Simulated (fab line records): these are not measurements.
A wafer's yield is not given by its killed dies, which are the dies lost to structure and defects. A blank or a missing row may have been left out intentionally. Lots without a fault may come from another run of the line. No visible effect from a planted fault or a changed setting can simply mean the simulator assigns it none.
fab line records	flow n5Finfet
record lots=9	wafers=27	lastDay=19
route steps=1938 shown BEOL_M1@754 BEOL_M4@1111 PASSIVATION@1936
lots untouched by any fault: they come from a run of this same line in which no faults occurred
startH: hours from the record's opening day to when the first of the lot's shown wafers began	waitH: hours elapsed since this lot's preceding step	" as in the row above	L1.1+2: one row covering several wafers at once	- no value, or no start given	* or withheld: withheld	< > ~ a bound
route shown NAME@n: a module of which the file shows steps, and the number in the route of the first	usual: mean/standard deviation taken from wafers without a fault	same: alike in all rows	chamber/n: place in a boat	sites: readings site by site	_std_site: how widely they spread, as a standard deviation	_edge_site: the outer-site mean with the inner-site mean subtracted	radiusMm: for every site, how far away it sits from the centre of the wafer	mask NAME#n: copy n	behind: the last tool/chamber to shape the wafer	hold: why the lot was held/for how many hours/how that ended	device: transistor that didn't switch, given as n, p or np	end of line: tests of these same wafers at the route's end	a step without rows: its recipe alone	killed: dies that structure and defects cost at the first sort, which is not the same as the wafer's yield	map: a wafer's dies, marking killed ones x, the rest . and places with no die _
set.NAME: the setting that was run; set.NAME@STEP: the one run at that earlier step	model.NAME: the simulator's own value behind a step, which no gauge read
a sample of lots followed through the steps of the route, with each step as a table and each wafer as a row
services: when a tool's chamber went out of use (startH, in hours from the record's first day, below 0 if earlier), for how many hours, and the reason
## steps
# step N5_BEOL_M1_HM_DEP_02
# recipe material=TiN	targetThkA=200	tempC=25	chamberPressurePa=0.49996
# usual chamberPressurePa=0.5001/0.001	substrateTempC=25.00/0.1	throttleValvePct=30.3/0.94
lot.wafer	tool	chamber	startH	waitH	chamberPressurePa	substrateTempC	throttleValvePct
L275.2	pvdSputter-02	-	128.17	2.4	0.5007	24.95	29.7
L275.4	"	-	"	"	0.4994	25.04	29.8
L275.5	"	-	"	"	0.5000	24.84	31.6
L279.1	pvdSputter-01	-	151.05	0.7	0.5006	24.84	30.2
L279.4	"	-	"	"	0.4991	25.07	28.0
L279.5	"	-	"	"	0.4986	25.17	30.2
L283.2	pvdSputter-03	-	175.59	1.3	0.5006	25.17	31.2
L283.3	"	-	"	"	0.4999	25.09	30.0
L283.4	"	-	"	"	0.4997	24.95	31.6
L287.4	pvdSputter-03	-	205.35	1.6	0.5014	25.11	29.8
L287.5	"	-	"	"	0.4989	24.94	31.3
L287.6	"	-	"	"	0.5017	25.01	29.9
L289.1	pvdSputter-02	-	213.98	3.9	0.5000	24.86	30.1
L289.5	"	-	"	"	0.4979	25.06	29.5
L289.6	"	-	"	"	0.5004	25.05	32.1
L292.1	pvdSputter-02	-	232.07	1.5	0.5002	25.00	31.7
L292.3	"	-	"	"	0.4999	25.21	30.0
L292.5	"	-	"	"	0.5009	25.02	30.2
L293.3	pvdSputter-03	-	235.80	2.0	0.5011	25.01	31.6
L293.4	"	-	"	"	0.4996	24.96	29.9
L293.6	"	-	"	"	0.5011	25.05	29.6
L294.1	pvdSputter-02	-	243.72	0.2	0.5025	24.77	30.1
L294.2	"	-	"	"	0.4997	24.87	30.1
L294.5	"	-	"	"	0.5000	25.08	31.6
L296.2	pvdSputter-02	-	252.12	1.6	0.4986	24.91	31.9
L296.3	"	-	"	"	0.5006	24.89	30.5
L296.6	"	-	"	"	0.4990	24.96	30.3
# step N5_BEOL_M1_INSPECT_13
# recipe mode=adi	inspectInstrument=brightfield
# usual rawDefectCount=421/90
lot.wafer	tool	chamber	startH	waitH	rawDefectCount
L275.2	defectInspect-01	-	128.77	0.0	412
L275.4	"	-	"	"	334
L275.5	"	-	"	"	388
L279.1	defectInspect-02	-	151.66	0.1	257
L279.4	"	-	"	"	528
L279.5	"	-	"	"	499
L283.2	defectInspect-01	-	176.20	0.0	395
L283.3	"	-	"	"	381
L283.4	"	-	"	"	417
L287.4	defectInspect-01	-	205.83	0.0	388
L287.5	"	-	"	"	371
L287.6	"	-	"	"	408
L289.1	defectInspect-02	-	214.46	0.1	466
L289.5	"	-	"	"	451
L289.6	"	-	"	"	762
L292.1	defectInspect-02	-	232.68	0.1	402
L292.3	"	-	"	"	392
L292.5	"	-	"	"	527
L293.3	defectInspect-02	-	236.42	0.0	530
L293.4	"	-	"	"	430
L293.6	"	-	"	"	465
L294.1	defectInspect-01	-	244.37	0.1	313
L294.2	"	-	"	"	408
L294.5	"	-	"	"	343
L296.2	defectInspect-02	-	252.72	0.0	337
L296.3	"	-	"	"	349
L296.6	"	-	"	"	336
# step N5_BEOL_M1_STRIP_19
# recipe chemistry=O2	powerW=400	tempC=40	pressureMtorr=30	rfFrequencyHz=6e+07	biasPowerW=0	overashFraction=0.2	o2FlowSccm=225
# usual drypumpMotorCurrentA=5.6/0.56	oesProductAu=0.80/0.076	rfVppV=3.7/0.5	showerheadPlenumPTorr=2.10/0.06	throttleValvePct=16.66/0.24
# same biasPowerW=0
lot.wafer	tool	chamber	startH	waitH	drypumpMotorCurrentA	oesProductAu	rfHoursCounterH	rfVppV	showerheadPlenumPTorr	throttleValvePct
L275.2	rieDiel-01	0	129.19	0.1	6.1	0.72	159	2.9	2.12	16.97
L275.4	"	1	"	"	5.8	0.71	175	4.9	2.01	16.84
L275.5	"	3	"	"	6.3	0.90	-	3.6	2.06	16.34
L279.1	rieDiel-01	3	152.12	0.1	6.3	0.89	32	3.6	2.06	16.34
L279.4	"	2	"	"	5.8	0.78	91	3.5	2.22	16.75
L279.5	"	0	"	"	6.0	0.71	-	3.5	2.12	16.98
L283.2	rieDiel-01	1	176.60	0.1	5.8	0.72	189	3.8	2.01	16.86
L283.3	"	3	"	"	6.3	0.87	39	4.4	2.06	16.37
L283.4	"	2	"	"	5.8	0.78	99	4.1	2.22	16.78
L287.4	rieDiel-03	1	206.23	0.1	5.0	0.83	104	4.1	2.03	16.91
L287.5	"	3	"	"	4.7	0.76	-	3.5	2.02	16.75
L287.6	"	2	"	"	5.1	0.79	-	4.5	2.13	16.71
L289.1	rieDiel-01	2	214.85	0.1	5.8	0.77	112	3.8	2.21	16.80
L289.5	"	0	"	"	6.1	0.70	-	3.7	2.11	17.00
L289.6	"	3	"	"	6.2	0.85	-	3.1	2.05	16.39
L292.1	rieDiel-01	1	233.10	0.1	5.8	0.70	206	3.4	2.00	16.89
L292.3	"	2	"	"	5.9	0.76	117	3.5	2.21	16.81
L292.5	"	1	"	"	5.8	0.69	-	4.8	2.00	16.90
L293.3	rieDiel-06	1	236.88	0.1	5.2	0.89	28	3.9	2.14	16.71
L293.4	"	0	"	"	6.6	0.88	49	3.3	2.13	16.10
L293.6	"	3	"	"	6.0	0.74	-	3.7	2.11	16.70
L294.1	rieDiel-06	1	244.78	0.1	5.2	0.87	30	4.0	2.14	16.73
L294.2	"	3	"	"	6.0	0.73	166	3.7	2.11	16.70
L294.5	"	3	"	"	6.0	0.74	-	3.3	2.11	16.69
L296.2	rieDiel-03	3	253.18	0.2	4.7	0.75	153	3.7	2.02	16.79
L296.3	"	1	"	"	5.0	0.80	118	4.9	2.02	16.92
L296.6	"	1	"	"	5.0	0.81	-	3.8	2.02	16.91
# step N5_BEOL_M1_INSPECT_30
# recipe mode=adi	inspectInstrument=brightfield
# usual rawDefectCount=424/89
lot.wafer	tool	chamber	startH	waitH	rawDefectCount
L275.2	defectInspect-01	-	129.66	0.0	404
L275.4	"	-	"	"	350
L275.5	"	-	"	"	431
L279.1	defectInspect-01	-	152.73	0.1	253
L279.4	"	-	"	"	542
L279.5	"	-	"	"	507
L283.2	defectInspect-01	-	177.07	0.0	389
L283.3	"	-	"	"	380
L283.4	"	-	"	"	374
L287.4	defectInspect-01	-	206.71	0.0	379
L287.5	"	-	"	"	360
L287.6	"	-	"	"	415
L289.1	defectInspect-02	-	215.45	0.1	1041
L289.5	"	-	"	"	1035
L289.6	"	-	"	"	1378
L292.1	defectInspect-01	-	233.75	0.1	1014
L292.3	"	-	"	"	954
L292.5	"	-	"	"	1078
L293.3	defectInspect-02	-	237.36	0.0	525
L293.4	"	-	"	"	422
L293.6	"	-	"	"	460
L294.1	defectInspect-01	-	245.27	0.1	302
L294.2	"	-	"	"	405
L294.5	"	-	"	"	348
L296.2	defectInspect-01	-	253.66	0.0	341
L296.3	"	-	"	"	353
L296.6	"	-	"	"	335
# step N5_BEOL_M1_ETCH_77
# recipe chemistry=N2/H2	target=underlayer	targetDepthA=65	maskMaterial=CAR-EUV	timeS=5.2	ionEnergyEv=200	pressureMtorr=30	sourceW=840	biasW=150	n2FlowSccm=200	h2FlowSccm=200	ends=cleared
# usual biasW=149.9/0.48	drypumpMotorCurrentA=5.7/0.58	etchRfOnTimeS=5.23/0.13	oesProductAu=0.70/0.069	rfFwdPowerW=819.6/2.6	rfVppV=524.4/2.3	showerheadPlenumPTorr=2.56/0.073	throttleValvePct=17.78/0.24
lot.wafer	tool	chamber	startH	waitH	biasW	drypumpMotorCurrentA	etchRfOnTimeS	oesProductAu	rfFwdPowerW	rfHoursCounterH	rfVppV	showerheadPlenumPTorr	throttleValvePct
L275.2	rieDiel-06	0	129.73	0.0	149.1	6.7	5.35	0.80	825.8	16	524.4	2.61	17.32
L275.4	"	2	"	"	149.5	5.9	5.31	0.65	827.7	-	529.2	2.65	17.81
L275.5	"	3	"	"	149.5	6.0	5.44	0.65	817.7	-	524.5	2.54	17.69
L279.1	rieDiel-06	2	152.80	0.0	150.1	6.0	5.31	0.64	818.5	147	526.5	2.65	17.81
L279.4	"	3	"	"	150.2	6.0	5.38	0.64	815.2	-	524.5	2.54	17.68
L279.5	"	0	"	"	149.6	6.6	5.26	0.80	818.2	-	525.0	2.61	17.33
L283.2	rieDiel-01	2	177.14	0.0	149.9	5.9	5.39	0.66	818.3	99	527.0	2.66	17.79
L283.3	"	0	"	"	150.6	6.0	5.43	0.60	818.9	172	522.9	2.54	18.02
L283.4	"	1	"	"	150.4	5.8	5.13	0.61	821.1	189	522.9	2.43	18.05
L287.4	rieDiel-03	3	206.78	0.0	149.4	4.7	5.12	0.66	823.5	141	522.4	2.44	18.01
L287.5	"	3	"	"	150.2	4.7	5.15	0.64	822.4	-	520.7	2.44	18.02
L287.6	"	2	"	"	149.7	5.1	5.13	0.67	819.1	-	525.2	2.58	17.92
L289.1	rieDiel-06	2	215.52	0.0	149.6	5.9	5.30	0.63	819.2	168	526.1	2.64	17.86
L289.5	"	0	"	"	149.4	6.6	5.32	0.76	818.6	-	524.0	2.60	17.41
L289.6	"	1	"	"	149.1	5.2	4.98	0.79	817.3	-	524.7	2.60	18.03
L292.1	rieDiel-06	1	233.82	0.0	150.6	5.2	5.04	0.78	822.8	27	526.8	2.60	18.01
L292.3	"	0	"	"	150.0	6.6	5.34	0.74	816.2	48	524.4	2.60	17.37
L292.5	"	1	"	"	150.7	5.2	5.04	0.77	821.3	-	524.9	2.60	18.00
L293.3	rieDiel-06	1	237.55	0.0	149.0	5.2	5.00	0.78	818.1	28	525.3	2.60	18.00
L293.4	"	2	"	"	150.1	5.9	5.30	0.63	817.4	173	526.9	2.64	17.84
L293.6	"	3	"	"	149.6	6.0	5.39	0.63	818.7	-	522.6	2.52	17.71
L294.1	rieDiel-06	3	245.34	0.0	150.1	5.9	5.39	0.63	816.5	166	522.8	2.52	17.73
L294.2	"	0	"	"	150.3	6.6	5.28	0.75	815.8	51	522.8	2.60	17.39
L294.5	"	0	"	"	149.9	6.6	5.29	0.75	819.8	-	523.9	2.60	17.41
L296.2	rieDiel-01	1	253.73	0.0	150.0	5.8	5.07	0.61	819.0	212	519.0	2.42	18.10
L296.3	"	2	"	"	149.4	5.9	5.31	0.66	824.3	123	525.3	2.65	17.81
L296.6	"	0	"	"	150.7	6.1	5.25	0.59	823.2	-	526.2	2.53	18.08
# step N5_BEOL_M4_RC_MEAS_101
# usual DIBL_N=36.6/1.9	DIBL_P=36.7/2.2	IOFF_N=0.16/0.035	IOFF_P=0.22/0.038	ION_N=672/14	ION_P=462/8.3	SS_N=71.6/0.65	SS_P=73.5/0.72	VT_N=250/3.5	VT_P=-250/3.1
lot.wafer	tool	chamber	startH	waitH	DIBL_N[mV/V]	DIBL_P[mV/V]	IOFF_N[nA/um]	IOFF_P[nA/um]	ION_N[uA/um]	ION_P[uA/um]	SS_N[mV/dec]	SS_P[mV/dec]	VT_N[mV]	VT_P[mV]
L275.2	prober-02	0	202.64	0.2	37.8	36.2	0.15	0.21	666	459	71.6	72.7	250	-249
L275.4	"	0	"	"	42.0	40.1	0.27	0.27	682	458	73.9	74.7	245	-249
L275.5	"	0	"	"	34.8	33.9	0.13	0.18	680	468	71.1	72.6	252	-251
L279.1	prober-02	0	222.91	0.0	35.6	35.6	0.12	0.20	653	462	71.6	72.9	255	-250
L279.4	"	0	"	"	37.4	37.6	0.16	0.22	651	448	72.3	73.5	252	-251
L279.5	"	0	"	"	34.8	36.4	0.13	0.21	661	462	70.8	73.2	253	-248
L283.2	prober-02	0	249.28	0.2	36.3	36.6	0.15	0.21	678	468	71.1	73.3	252	-252
L283.3	"	0	"	"	37.3	38.0	0.16	0.23	659	459	71.4	74.0	250	-248
L283.4	"	0	"	"	36.5	37.6	0.16	0.22	681	463	71.4	73.7	247	-250
L287.4	prober-01	0	272.38	0.5	35.5	35.2	0.13	0.18	650	451	71.8	73.1	252	-251
L287.5	"	0	"	"	33.3	32.9	0.11	0.16	656	459	70.9	72.7	254	-254
L287.6	"	0	"	"	35.3	34.6	0.14	0.18	665	452	71.5	73.1	253	-251
L289.1	prober-01	0	283.47	0.0	36.6	32.5	0.13	0.18	661	455	71.1	73.0	252	-254
L289.5	"	0	"	"	37.8	34.6	0.16	0.22	673	457	71.8	74.1	247	-249
L289.6	"	0	"	"	41.0	37.7	0.23	0.27	677	462	72.7	74.2	244	-249
L293.3	prober-02	0	297.27	0.3	40.8	42.0	0.26	0.32	692	467	72.9	74.4	245	-245
L293.4	"	0	"	"	35.1	35.6	0.14	0.21	663	457	71.1	73.1	251	-249
L293.6	"	0	"	"	36.6	36.8	0.16	0.21	676	462	71.7	73.4	250	-251
L292.1	prober-02	0	301.59	0.0	38.5	37.6	0.19	0.21	674	453	72.4	74.1	246	-251
L292.3	"	0	"	"	39.1	38.6	0.21	0.23	693	471	72.5	74.6	247	-252
L292.5	"	0	"	"	37.1	36.5	0.17	0.20	686	466	71.5	73.9	246	-253
L294.1	prober-01	0	319.10	0.0	37.4	38.4	0.16	0.22	678	468	71.0	74.4	251	-249
L294.2	"	0	"	"	37.4	38.9	0.17	0.25	667	455	71.4	73.9	253	-247
L294.5	"	0	"	"	38.9	38.7	0.18	0.24	654	452	72.4	74.9	254	-249
L296.2	prober-02	0	319.81	0.2	38.0	37.2	0.19	0.26	699	472	71.8	73.5	249	-244
L296.3	"	0	"	"	39.0	39.1	0.23	0.31	682	467	71.8	74.1	245	-244
L296.6	"	0	"	"	37.8	36.6	0.18	0.25	674	463	72.4	73.6	248	-245
# step N5_PASSIVATION_PROBE_49
# usual defectLimitedYield=91.6/1.4	killed_at_M0_to_M3=35/10	killed_at_M4_up=13/4.8	killedAtContacts=12/7.2	killedAtFrontEnd=36/12	killedAtOther=4/3.1	killedDies=100/17	killedOnRim=13/4.2	killedOpen=66/13	killedShort=32/7.3	sort_bin_4_leakage=0.00/0.0099	sort_bin_5_function=5.0/0.94	sort_bin_6_memory=3.1/0.67	sort_bin_8_speed=0.01/0.047	sortNPass=1080/17	sortYieldPct=91.6/1.4
# same grossDies=1180	killedAtBackSide=0
lot.wafer	tool	chamber	startH	waitH	defectLimitedYield[%]	killed_at_M0_to_M3	killed_at_M4_up	killedAtContacts	killedAtFrontEnd	killedAtOther	killedDies	killedOnRim	killedOpen	killedShort	sort_bin_4_leakage[%]	sort_bin_5_function[%]	sort_bin_6_memory[%]	sort_bin_8_speed[%]	sortNPass	sortYieldPct[%]
L279.1	prober-02	-	356.02	0.0	93.2	34	6	17	18	5	80	7	43	36	0	4.2	2.4	0	1100	93.2
L279.4	prober-02	-	356.17	0.2	90.9	38	14	24	24	7	107	17	64	43	0	5.2	3.2	0	1073	90.9
L279.5	prober-02	-	356.22	0.2	89.7	38	11	35	31	6	121	12	82	38	0	5.7	4.3	0	1059	89.7
L289.1	prober-02	-	418.14	0.0	87.2	86	16	18	27	4	151	27	61	20	0	8.2	3.6	0.08	1029	87.2
L289.5	prober-02	-	418.34	0.2	83.9	123	7	12	43	5	190	34	62	34	0	10.2	3.7	0	990	83.9
L289.6	prober-02	-	418.39	0.3	85.8	97	15	8	37	10	167	34	74	27	0	7.8	4.1	0	1013	85.8
L293.3	prober-01	-	418.66	0.1	92.1	41	16	5	29	2	93	10	65	28	0	4.7	3.0	0	1087	92.1
L293.4	prober-01	-	418.71	0.2	91.9	32	15	8	38	3	96	10	61	34	0	5.0	2.7	0	1084	91.9
L293.6	prober-01	-	418.81	0.3	92.9	28	14	6	34	2	84	9	56	28	0	3.7	3.1	0	1096	92.9
L292.1	prober-02	-	427.98	0.0	85.9	103	12	5	43	3	166	22	59	30	0	9.3	2.5	0	1014	85.9
L292.3	prober-02	-	428.08	0.1	86.8	101	16	12	24	3	156	34	60	31	0	7.5	3.5	0	1024	86.8
L292.5	prober-02	-	428.18	0.2	85.8	92	19	4	51	2	168	26	74	24	0	9.5	3.4	0	1012	85.8
L294.1	prober-02	-	438.54	0.0	94.6	23	9	6	25	1	64	7	44	20	0	3.0	1.9	0	1116	94.6
L294.2	prober-02	-	438.59	0.1	93.5	35	10	11	19	2	77	15	49	28	0	3.4	2.6	0	1103	93.5
L294.5	prober-02	-	438.74	0.2	92.8	38	9	5	31	2	85	7	56	29	0	3.4	3.6	0	1095	92.8
# killed by level:class
L279.1 MOL_CONTACT_COAG:geometricParticle:open=12 BEOL_M0_SAQP:geometricParticle:open=9 BEOL_M0_SAQP:geometricParticle:short=9 BEOL_M2:geometricParticle:open=6 MOL_CONTACT_COAG:geometricParticle:short=5 BEOL_M2:geometricParticle:short=5 STI_FIN_REVEAL:geometricParticle:open=4 MIM_TOP:geometricParticle:short=4
L279.4 MOL_CONTACT_COAG:geometricParticle:open=17 BEOL_M0_SAQP:geometricParticle:open=13 BEOL_M0_SAQP:geometricParticle:short=9 BEOL_M2:geometricParticle:open=9 MOL_CONTACT_COAG:geometricParticle:short=7 STARTING-WAFER:geometricParticle:short=6 FIN_SAQP:geometricParticle:open=5 BEOL_M5:geometricParticle:short=5
L279.5 MOL_CONTACT_COAG:geometricParticle:open=25 STI_FIN_REVEAL:geometricParticle:open=19 BEOL_M0_SAQP:geometricParticle:open=11 MOL_CONTACT_COAG:geometricParticle:short=10 BEOL_M0_SAQP:geometricParticle:short=9 BEOL_M2:geometricParticle:open=7 BEOL_M1:geometricParticle:open=4 BEOL_M5:geometricParticle:open=4
L289.1 BEOL_M1:unspecified=67 MOL_CONTACT_COAG:geometricParticle:open=14 FIN_SAQP:geometricParticle:open=7 BEOL_M3:geometricParticle:open=7 BEOL_M4:geometricParticle:open=6 STI_FIN_REVEAL:geometricParticle:open=4 SPACER0:geometricParticle:open=4 MOL_CONTACT_COAG:geometricParticle:short=4
L289.5 BEOL_M1:unspecified=91 MOL_CONTACT_COAG:geometricParticle:open=10 BEOL_M2:geometricParticle:open=9 DUMMY_GATE:geometricParticle:open=8 FIN_SAQP:geometricParticle:open=7 FIN_SAQP:geometricParticle:short=6 BEOL_M1:geometricParticle:open=6 BEOL_M3:geometricParticle:open=6
L289.6 BEOL_M1:unspecified=65 BEOL_M2:geometricParticle:open=10 STARTING-WAFER:geometricParticle:open=8 MOL_CONTACT_COAG:geometricParticle:open=7 STI_FIN_REVEAL:geometricParticle:open=6 BEOL_M4:geometricParticle:open=6 FIN_SAQP:geometricParticle:open=5 FIN_SAQP:geometricParticle:short=4
L293.3 BEOL_M0_SAQP:geometricParticle:open=12 BEOL_M4:geometricParticle:open=9 GATE_CUT:geometricParticle:short=7 BEOL_M0_SAQP:geometricParticle:short=7 BEOL_M1:geometricParticle:open=7 BEOL_M2:geometricParticle:open=6 STI_FIN_REVEAL:geometricParticle:open=5 BEOL_M2:geometricParticle:short=5
L293.4 BEOL_M0_SAQP:geometricParticle:open=8 BEOL_M4:geometricParticle:open=8 FIN_SAQP:geometricParticle:open=7 FIN_SAQP:geometricParticle:short=6 GATE_CUT:geometricParticle:short=6 BEOL_M0_SAQP:geometricParticle:short=5 MOL_CONTACT_COAG:geometricParticle:open=5 BEOL_M2:geometricParticle:open=5
L293.6 STI_FIN_REVEAL:geometricParticle:open=12 BEOL_M1:geometricParticle:open=9 BEOL_M2:geometricParticle:open=7 BEOL_M4:geometricParticle:open=7 MOL_CONTACT_COAG:geometricParticle:open=5 STARTING-WAFER:geometricParticle:short=5 BEOL_M0_SAQP:geometricParticle:short=4 BEOL_M1:geometricParticle:short=4
L292.1 BEOL_M1:unspecified=76 BEOL_M2:geometricParticle:open=12 STI_FIN_REVEAL:geometricParticle:open=9 GATE_CUT:geometricParticle:short=8 DUMMY_GATE:geometricParticle:open=5 BEOL_M0_SAQP:geometricParticle:open=5 FIN_SAQP:geometricParticle:short=4 MOL_CONTACT_COAG:geometricParticle:open=4
L292.3 BEOL_M1:unspecified=65 BEOL_M2:geometricParticle:open=10 MOL_CONTACT_COAG:geometricParticle:open=9 STI_FIN_REVEAL:geometricParticle:open=7 BEOL_M0_SAQP:geometricParticle:open=7 GATE_CUT:geometricParticle:short=5 BEOL_M4:geometricParticle:open=5 BEOL_M3:geometricParticle:open=4
L292.5 BEOL_M1:unspecified=70 STI_FIN_REVEAL:geometricParticle:open=20 BEOL_M4:geometricParticle:open=12 FIN_SAQP:geometricParticle:open=10 BEOL_M0_SAQP:geometricParticle:open=6 STI_FIN_REVEAL:geometricParticle:short=4 GATE_CUT:geometricParticle:short=4 BEOL_M0_SAQP:geometricParticle:short=4
L294.1 FIN_SAQP:geometricParticle:open=7 FIN_SAQP:geometricParticle:short=6 BEOL_M1:geometricParticle:open=6 MOL_CONTACT_COAG:geometricParticle:open=5 BEOL_M0_SAQP:geometricParticle:open=5 BEOL_M0_SAQP:geometricParticle:short=4 BEOL_M3:geometricParticle:open=3 BEOL_M7:geometricParticle:open=3
L294.2 BEOL_M0_SAQP:geometricParticle:open=11 MOL_CONTACT_COAG:geometricParticle:open=9 FIN_SAQP:geometricParticle:short=5 BEOL_M0_SAQP:geometricParticle:short=5 BEOL_M3:geometricParticle:open=5 BEOL_M2:geometricParticle:open=4 BEOL_M5:geometricParticle:open=4 FIN_SAQP:geometricParticle:open=3
L294.5 BEOL_M0_SAQP:geometricParticle:open=12 BEOL_M2:geometricParticle:open=8 FIN_SAQP:geometricParticle:short=8 BEOL_M0_SAQP:geometricParticle:short=7 FIN_SAQP:geometricParticle:open=4 DUMMY_GATE:geometricParticle:open=4 BEOL_M1:geometricParticle:open=4 BEOL_M5:geometricParticle:open=4
## services
tool	chamber	startH	hours	kind
pvdSputter-03	-	107.51	2.6	repair
rieDiel-06	1	125.06	-	clean
rieDiel-06	1	125.06	-	consumableReplace:focusRing
rieDiel-06	1	125.06	11.0	scheduledDown
rieDiel-06	1	125.06	11.0	ventCycle
pvdSputter-02	-	134.88	5.2	repair
pvdSputter-03	-	139.96	3.3	repair
rieDiel-03	-	143.10	1.2	repair
rieDiel-06	1	151.90	8.1	repair
rieDiel-01	-	164.46	0.3	repair
pvdSputter-02	-	168.67	3.0	repair
rieDiel-06	3	170.12	4.2	repair
rieDiel-06	2	224.10	3.8	repair
## key
firstSign step=N5_BEOL_M1_INSPECT_30	reading=rawDefectCount	direction=up	sigmas=7.4	usual=424	struck=1083
effect step=N5_PASSIVATION_PROBE_49	reading=killed_at_M0_to_M3	direction=up	sigmas=6.3	usual=35	struck=100
moreKillsBornAt N5_BEOL_M1_STRIP_19@rieDiel-01=434
metAt N5_BEOL_M1_STRIP_19
struckLots L289,L292
notActingAt N5_BEOL_M1_HM_DEP_02,N5_BEOL_M1_INSPECT_13,N5_BEOL_M1_ETCH_77
onsetBetween 176.60 214.85
fault kind=chamberParticleSource	tool=rieDiel-01	chamber=-	onsetH=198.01	steps=N5_BEOL_M1_STRIP_19	ratePerVisitCm2=0.84891	endH=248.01
